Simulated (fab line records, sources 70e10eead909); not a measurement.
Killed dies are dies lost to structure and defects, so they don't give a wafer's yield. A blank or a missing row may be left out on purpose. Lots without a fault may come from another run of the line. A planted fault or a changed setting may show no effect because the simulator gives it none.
Which tool did it? | flow nand_harc | 14 lots, 42 wafers sampled, at 5 steps of a route of 1302

WHAT THE GAUGES READ, wafer by wafer
NHARC_A_SOURCE_PLATE_INSPECT_08. Usual: raw_defect_count 59, standard deviation 23.
lot  | measured     | on                | raw_defect_count | flag
L138 | day 7 20:49  | defect_inspect-02 | 79 53 74         |
L141 | day 9 08:20  | defect_inspect-02 | 39 42 37         |
L142 | day 9 08:20  | defect_inspect-01 | 56 82 32         |
L143 | day 9 20:41  | defect_inspect-01 | 62 37 105        |
L144 | day 10 01:13 | defect_inspect-02 | 46 59 45         |
L145 | day 10 20:48 | defect_inspect-02 | 95 58 71         |
L148 | day 11 16:53 | defect_inspect-02 | 42 47 57         |
L149 | day 12 08:29 | defect_inspect-01 | 92 71 54         |
L151 | day 13 18:37 | defect_inspect-01 | 58 64 68         |
L152 | day 13 18:37 | defect_inspect-02 | 62 91 52         |
L153 | day 13 18:38 | defect_inspect-02 | 78 91 99         |
L154 | day 14 09:56 | defect_inspect-01 | 37 32 62         |
L160 | day 16 18:36 | defect_inspect-02 | 52 61 66         |
L161 | day 17 05:44 | defect_inspect-02 | 75 39 76         |

NHARC_A_ONON_D1_THK_MEAS_02: measures by ellipsometry. Usual: thk_nm 998 nm, standard deviation 8.6.
lot  | measured     | on            | thk_nm (nm)    | flag
L138 | day 7 21:23  | film_metro-02 | 1009 1009 1006 |
L141 | day 9 08:55  | film_metro-02 | 1001 1002 1002 |
L142 | day 9 08:55  | film_metro-01 | 1012 1012 1013 |
L143 | day 9 21:16  | film_metro-02 | 990 991 992    |
L144 | day 10 01:47 | film_metro-02 | 989 990 989    |
L145 | day 10 21:22 | film_metro-01 | 1005 1005 1005 |
L148 | day 11 17:28 | film_metro-02 | 999 998 1000   |
L149 | day 12 09:04 | film_metro-01 | 988 988 986    |
L151 | day 13 19:11 | film_metro-01 | 1004 1003 1007 |
L152 | day 13 19:11 | film_metro-02 | 1487 1487 1486 | OFF
L153 | day 13 19:11 | film_metro-02 | 1002 998 999   |
L154 | day 14 10:30 | film_metro-02 | 1494 1492 1493 | OFF
L160 | day 16 19:10 | film_metro-01 | 997 995 997    |
L161 | day 17 06:18 | film_metro-02 | 1004 1002 1003 |

NHARC_END_SORT_01. Usual: killed_at_array 53, standard deviation 20; killed_at_other 1, standard deviation 1.2; killed_at_periphery 3.7, standard deviation 2.6; killed_dies 58, standard deviation 20; killed_open 3.5, standard deviation 1.8; killed_short 2.4, standard deviation 1.7.
lot  | measured     | on        | killed_at_array | killed_at_other | killed_at_periphery | killed_dies | killed_open | killed_short | flag
L152 | day 30 01:22 | prober-01 | 672 674 675     | 1 1 1           | 4 2 1               | 677 677 677 | 3 1 3       | 0 1 0        | OFF
L154 | day 31 06:31 | prober-02 | 671 670 673     | 1 1 1           | 5 6 3               | 677 677 677 | 3 4 5       | 3 2 2        | OFF

WHICH TOOL RAN EACH LOT (tool, then ch and the chambers of the sampled wafers, then the start)
lot  | NHARC_P_BONDPAD_ANNEAL_28        | NHARC_A_ONON_D1_DEP_00
L138 | rtp_anneal-02 ch 0, day 6 18:54  | pecvd_onon-03 ch 0, day 7 20:56
L141 | rtp_anneal-02 ch 0, day 8 07:40  | pecvd_onon-02 ch 0, day 9 08:27
L142 | rtp_anneal-01 ch 0, day 8 08:25  | pecvd_onon-04 ch 0, day 9 08:31
L143 | rtp_anneal-02 ch 0, day 8 19:05  | pecvd_onon-04 ch 0, day 9 20:49
L144 | rtp_anneal-01 ch 0, day 9 00:47  | pecvd_onon-03 ch 0, day 10 01:23
L145 | rtp_anneal-02 ch 0, day 9 16:38  | pecvd_onon-02 ch 0, day 10 20:55
L148 | rtp_anneal-01 ch 0, day 10 16:30 | pecvd_onon-03 ch 0, day 11 17:04
L149 | rtp_anneal-01 ch 0, day 11 04:32 | pecvd_onon-02 ch 0, day 12 08:37
L151 | rtp_anneal-01 ch 0, day 12 18:41 | pecvd_onon-03 ch 0, day 13 18:47
L152 | rtp_anneal-02 ch 0, day 12 19:19 | pecvd_onon-02 ch 0, day 13 18:44
L153 | rtp_anneal-01 ch 0, day 12 20:55 | pecvd_onon-04 ch 0, day 13 18:45
L154 | rtp_anneal-01 ch 0, day 13 07:35 | pecvd_onon-02 ch 0, day 14 10:10
L160 | rtp_anneal-02 ch 0, day 15 19:13 | pecvd_onon-04 ch 0, day 16 18:43
L161 | rtp_anneal-02 ch 0, day 16 04:04 | pecvd_onon-03 ch 0, day 17 05:47
- NHARC_P_BONDPAD_ANNEAL_28: time 90 s.
- NHARC_A_ONON_D1_DEP_00: target thk 1000 nm.

WHAT THE TOOLS THEMSELVES READ (means of the sampled wafers that have a number; where no wafer has one, the mark that the record gives instead)
NHARC_P_BONDPAD_ANNEAL_28. Usual: wafer_temp_C_max 225.8, standard deviation 0.38.
lot  | tool          | wafer_temp_C_max | flag
L138 | rtp_anneal-02 | 225.9            |
L141 | rtp_anneal-02 | 226.2            |
L142 | rtp_anneal-01 | 225.5            |
L143 | rtp_anneal-02 | 225.9            |
L144 | rtp_anneal-01 | 225.2            |
L145 | rtp_anneal-02 | 225.7            |
L148 | rtp_anneal-01 | 225.4            |
L149 | rtp_anneal-01 | 225.5            |
L151 | rtp_anneal-01 | 225.5            |
L152 | rtp_anneal-02 | 226.3            |
L153 | rtp_anneal-01 | 225.8            |
L154 | rtp_anneal-01 | 225.5            |
L160 | rtp_anneal-02 | 226.6            |
L161 | rtp_anneal-02 | 226.2            |

NHARC_A_ONON_D1_DEP_00. Usual: n2_flow_sccm 2752 sccm, standard deviation 8.1.
lot  | tool          | n2_flow_sccm (sccm) | flag
L138 | pecvd_onon-03 | 2750                |
L141 | pecvd_onon-02 | 2759                |
L142 | pecvd_onon-04 | 2745                |
L143 | pecvd_onon-04 | 2749                |
L144 | pecvd_onon-03 | 2763                |
L145 | pecvd_onon-02 | 2749                |
L148 | pecvd_onon-03 | 2755                |
L149 | pecvd_onon-02 | 2747                |
L151 | pecvd_onon-03 | 2743                |
L152 | pecvd_onon-02 | 2759                |
L153 | pecvd_onon-04 | 2747                |
L154 | pecvd_onon-02 | 2761                |
L160 | pecvd_onon-04 | 2752                |
L161 | pecvd_onon-03 | 2753                |

THE ANSWER, worked out from the rows above alone
Rule: a lot is off if the mean of its wafers that have a number lies more than 3 standard deviations from the usual mean. A lot without any number at a reading at which 4 lots or more have one is off too. The other lots that the step has rows for count as sound. The gauges are gone through in route order, then the tools' own readings, and for those a lot's mean is taken as printed above. The first step at which some lot is off is used, and at that step the reading that is off furthest; a lot without a number counts as furthest.
Off: L152, L154, at NHARC_A_ONON_D1_THK_MEAS_02 (thk_nm).
A tool fits if, at a process step before that reading, it ran every lot that is off, and no sound lot after the first of them. The gauges at NHARC_A_ONON_D1_THK_MEAS_02 aren't tried: what is off there is off at NHARC_END_SORT_01 too, on other tools, and a gauge's error can't cause that. One fits: pecvd_onon-02 at NHARC_A_ONON_D1_DEP_00. Its last sound lot is L149 (day 12 08:37), its first lot that is off L152 (day 13 18:44): a fault that began between those two fits.

WHAT THE SIMULATOR HAD PUT IN
Process parameter drift: pecvd_onon-02, from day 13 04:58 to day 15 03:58, at NHARC_A_ONON_D1_DEP_00. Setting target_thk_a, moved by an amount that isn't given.
Lots struck among those shown: L152, L154. The rule above found the same.
